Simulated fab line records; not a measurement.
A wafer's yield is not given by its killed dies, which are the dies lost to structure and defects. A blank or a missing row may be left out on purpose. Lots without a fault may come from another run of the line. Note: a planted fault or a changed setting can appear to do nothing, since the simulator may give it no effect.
Matching of chambers / flow nand harc / NHARC_A_STAIRCASE_TRIM_196 on rie diel-06 has 4 sister chambers
The step chemistry O2, time 211.2 s. 4 wafers are shown with their chamber, then 11 later ones without.

EACH WAFER AND ITS CHAMBER
wafer=L087.3; chamber=1; drypump motor current A (A)=5.4
wafer=L091.1; chamber=0; drypump motor current A (A)=6.3
wafer=L091.5; chamber=3; drypump motor current A (A)=5.3
wafer=L092.1; chamber=2; drypump motor current A (A)=5.3

WAFERS MISSING THEIR CHAMBER
wafer=L092.2; drypump motor current A (A)=5.4
wafer=L092.4; drypump motor current A (A)=6.3
wafer=L093.1; drypump motor current A (A)=5.4
wafer=L093.2; drypump motor current A (A)=6.3
wafer=L093.3; drypump motor current A (A)=5.4
wafer=L097.1; drypump motor current A (A)=5.2
wafer=L097.2; drypump motor current A (A)=5.4
wafer=L097.3; drypump motor current A (A)=6.3
wafer=L095.2; drypump motor current A (A)=5.3
wafer=L095.4; drypump motor current A (A)=5.4
wafer=L095.5; drypump motor current A (A)=5.4

CHAMBER TAKEN BY EACH
wafer=L092.2; from the rows above=1; in truth=1
wafer=L092.4; from the rows above=0; in truth=0
wafer=L093.1; from the rows above=1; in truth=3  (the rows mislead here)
wafer=L093.2; from the rows above=0; in truth=0
wafer=L093.3; from the rows above=1; in truth=1
wafer=L097.1; from the rows above=can't be placed: 2 or 3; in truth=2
wafer=L097.2; from the rows above=1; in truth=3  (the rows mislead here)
wafer=L097.3; from the rows above=0; in truth=0
wafer=L095.2; from the rows above=can't be placed: 2 or 3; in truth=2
wafer=L095.4; from the rows above=1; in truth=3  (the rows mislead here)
wafer=L095.5; from the rows above=1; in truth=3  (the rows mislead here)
Correctly placed: 5 of 11. Unplaceable from these rows: 2, with the true chamber sitting among the candidates in 2. Number placed wrongly: 4.
How it was worked out, from the rows above alone: a wafer's distance from a chamber is the root of the sum, over the readings, of the square of ((its reading less the chamber's mean) divided by the reading's scatter). The wafer belongs to the nearest chamber; if the next one is less than 2 further off, it can't be placed. The mean given for a chamber averages the wafers shown for that chamber. The scatter: with one shown wafer a chamber, the root of the mean of the squares of how far each hidden wafer lies from its nearest shown one.
